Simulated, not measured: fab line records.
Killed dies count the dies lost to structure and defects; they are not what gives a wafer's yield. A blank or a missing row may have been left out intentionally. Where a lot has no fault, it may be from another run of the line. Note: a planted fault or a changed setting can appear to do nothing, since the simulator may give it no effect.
Matching of chambers :: flow n5Finfet :: 3 sister chambers for N5_BEOL_M3_PECVD_72 on pecvd-01
The step deposits SiO2 from TEOS/O2, target thk 16 nm, time 18 s. 6 wafers are shown with their chamber, then 11 later ones without.

WAFERS PAIRED WITH THEIR CHAMBERS
wafer: L087.1
chamber: 2
showerheadPlenumPTorr (Torr): 8.84
heaterPowerW (W): 682

wafer: L087.3
chamber: 0
showerheadPlenumPTorr (Torr): 8.70
heaterPowerW (W): 809

wafer: L094.2
chamber: 2
showerheadPlenumPTorr (Torr): 8.84
heaterPowerW (W): 699

wafer: L094.3
chamber: 1
showerheadPlenumPTorr (Torr): 8.83
heaterPowerW (W): 786

wafer: L094.6
chamber: 1
showerheadPlenumPTorr (Torr): 8.82
heaterPowerW (W): 836

wafer: L091.2
chamber: 0
showerheadPlenumPTorr (Torr): 8.69
heaterPowerW (W): 852

WAFERS WHOSE CHAMBER IS MISSING
wafer: L091.4
showerheadPlenumPTorr (Torr): 8.83
heaterPowerW (W): 656

wafer: L091.6
showerheadPlenumPTorr (Torr): 8.70
heaterPowerW (W): 861

wafer: L095.2
showerheadPlenumPTorr (Torr): 8.83
heaterPowerW (W): 783

wafer: L095.3
showerheadPlenumPTorr (Torr): 8.85
heaterPowerW (W): 692

wafer: L095.4
showerheadPlenumPTorr (Torr): 8.72
heaterPowerW (W): 760

wafer: L093.1
showerheadPlenumPTorr (Torr): 8.85
heaterPowerW (W): 656

wafer: L093.5
showerheadPlenumPTorr (Torr): 8.85
heaterPowerW (W): 663

wafer: L093.6
showerheadPlenumPTorr (Torr): 8.81
heaterPowerW (W): 757

wafer: L096.1
showerheadPlenumPTorr (Torr): 8.84
heaterPowerW (W): 734

wafer: L096.3
showerheadPlenumPTorr (Torr): 8.70
heaterPowerW (W): 781

wafer: L096.5
showerheadPlenumPTorr (Torr): 8.71
heaterPowerW (W): 814

WHICH CHAMBER EACH ONE RAN IN
wafer: L091.4
from the rows above: 2
in truth: 2

wafer: L091.6
from the rows above: 0
in truth: 0

wafer: L095.2
from the rows above: 1
in truth: 1

wafer: L095.3
from the rows above: 2
in truth: 2

wafer: L095.4
from the rows above: 0
in truth: 0

wafer: L093.1
from the rows above: 2
in truth: 2

wafer: L093.5
from the rows above: 2
in truth: 2

wafer: L093.6
from the rows above: 1
in truth: 1

wafer: L096.1
from the rows above: 2
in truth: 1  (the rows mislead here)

wafer: L096.3
from the rows above: 0
in truth: 0

wafer: L096.5
from the rows above: 0
in truth: 0
10 of 11 placed correctly. Number that these rows cannot place: 0. 1 placed wrongly.
How it was worked out, from the rows above alone: a wafer's distance from a chamber is the root of the sum, over the readings, of the square of ((its reading less the chamber's mean) divided by the reading's scatter). If the next closest chamber is less than 2 further off than the closest, the wafer can't be placed; otherwise it belongs to the closest. Each chamber's mean is taken over the wafers shown for it. How the scatter is found: for the shown wafers, subtract from each reading the mean of its chamber, square and add these, divide the total by (wafers less chambers), then take the root.
